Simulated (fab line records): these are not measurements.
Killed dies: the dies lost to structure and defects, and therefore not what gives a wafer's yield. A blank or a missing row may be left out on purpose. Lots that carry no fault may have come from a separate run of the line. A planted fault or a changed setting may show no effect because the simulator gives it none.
Matching of chambers	flow n5Finfet	N5_SPACER0_ALD_07 on aldSin-03: 4 sister chambers
The step deposits SiNx, target thk 2 nm. 18 wafers are shown with their chamber, then 9 later ones without.

== WAFERS WITH THEIR CHAMBER ==
wafer	chamber	heaterPowerW (W)
L074.3	3	773
L074.5	0	746
L074.6	3	752
L075.1	1	798
L075.2	2	846
L075.6	1	787
L078.1	2	824
L078.2	3	728
L078.3	0	726
L078.4	1	793
L078.5	3	758
L078.6	2	826
L080.2	2	836
L080.5	1	780
L080.6	0	742
L081.1	2	835
L081.4	3	752
L081.5	2	828

SIGNATURES (means of the wafers above)
reading	chamber 0	chamber 1	chamber 2	chamber 3	scatter within a chamber
heaterPowerW	738.00	789.50	832.50	752.60	11.3
Rule: distance of a wafer from a chamber = root of the sum over the readings of ((wafer's reading minus chamber's mean) / reading's scatter) squared. If the next closest chamber is less than 2 further off than the closest, the wafer can't be placed; otherwise it belongs to the closest. The scatter: take each reading less its chamber's mean, square it, sum over the shown wafers, divide by the number of wafers less the number of chambers, and take the root.

== WAFERS WITHOUT THEIR CHAMBER ==
wafer	heaterPowerW (W)
L083.3	808
L083.5	805
L083.6	738
L085.2	706
L085.3	765
L085.4	793
L089.2	773
L089.5	751
L089.6	753

== WHICH CHAMBER EACH ONE RAN IN ==
wafer	from the rows above	in truth
L083.3	can't be placed: 1 or 2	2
L083.5	can't be placed: 1 or 2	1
L083.6	can't be placed: 0 or 3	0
L085.2	can't be placed: 0 or 3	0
L085.3	can't be placed: 3 or 1 or 0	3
L085.4	1	1
L089.2	can't be placed: 1 or 3 or 0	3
L089.5	can't be placed: 3 or 0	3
L089.6	can't be placed: 3 or 0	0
Correct placement for 1 of the 9. These rows do not allow placing 8 (true chamber among the candidates in 8). Number placed wrongly: 0.
